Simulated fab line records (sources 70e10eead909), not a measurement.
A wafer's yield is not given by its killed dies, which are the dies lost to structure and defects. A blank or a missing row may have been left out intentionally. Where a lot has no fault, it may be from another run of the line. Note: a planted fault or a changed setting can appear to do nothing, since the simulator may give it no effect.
One fault through the eyes of 2 desks + flow nand_harc + each desk holds nothing but its own numbers, with what lay behind them at the end

## THE DEFECT DESK
Inspection counts along the route, by lot: the mean over sampled wafers that carry a number. A lot is out of limits, marked OUT, if its mean lies more than 4 standard deviations from the usual mean; the brackets give that distance.
Columns: A = raw_defect_count at NHARC_A_CHANNEL_FILL_D1_INSPECT_13, usual 288
| lot  | first seen here | A   |
|------|-----------------|-----|
| L801 | day 11 04:06    | 323 |
| L802 | day 11 16:52    | 307 |
| L805 | day 13 08:04    | 334 |
| L804 | day 13 08:05    | 362 |
| L806 | day 13 11:37    | 202 |
| L808 | day 14 02:23    | 467 |
| L809 | day 14 02:23    | 171 |
| L814 | day 16 12:21    | 271 |
| L815 | day 17 04:08    | 253 |
| L820 | day 19 15:32    | 321 |
| L821 | day 19 18:55    | 187 |
| L823 | day 20 04:29    | 257 |
| L824 | day 21 03:49    | 411 |
Result from this desk: across the 13 lots, nothing is out of limits.

## THE METROLOGY DESK
What the gauges read, lot by lot, whatever tool the lot ran on: means of the sampled wafers that have a number. A lot is out of limits, marked OUT, if its mean lies more than 4 standard deviations from the usual mean; the brackets give that distance.
Columns: A = thk_nm at NHARC_A_ONON_D2_THK_MEAS_05, usual 1001 nm; B = thk_nm at NHARC_A_ONON_D2_THK_MEAS_24, usual 999 nm
| lot  | first seen here | A    | B    |
|------|-----------------|------|------|
| L801 | day 12 13:05    | 1001 | 999  |
| L802 | day 13 07:32    | 994  | 986  |
| L805 | day 14 21:17    | 998  | 1003 |
| L804 | day 14 21:29    | 1003 | 1025 |
| L806 | day 15 02:50    | 991  | 990  |
| L809 | day 15 13:46    | 1007 | 995  |
| L808 | day 15 13:47    | 1013 | 1002 |
| L814 | day 18 08:24    | 1030 | 1005 |
| L815 | day 18 20:32    | 1039 | 997  |
| L820 | day 21 10:02    | 1019 | 1017 |
| L821 | day 21 20:13    | 1006 | 988  |
| L823 | day 21 21:52    | 992  | 1006 |
| L824 | day 22 23:19    | 1001 | 1002 |
Result from this desk: across the 13 lots, nothing is out of limits.

## TAKEN TOGETHER
Nothing out of limits was seen by the defect desk.
Nothing out of limits was seen by the metrology desk.

## WHAT THE SIMULATOR PUT IN
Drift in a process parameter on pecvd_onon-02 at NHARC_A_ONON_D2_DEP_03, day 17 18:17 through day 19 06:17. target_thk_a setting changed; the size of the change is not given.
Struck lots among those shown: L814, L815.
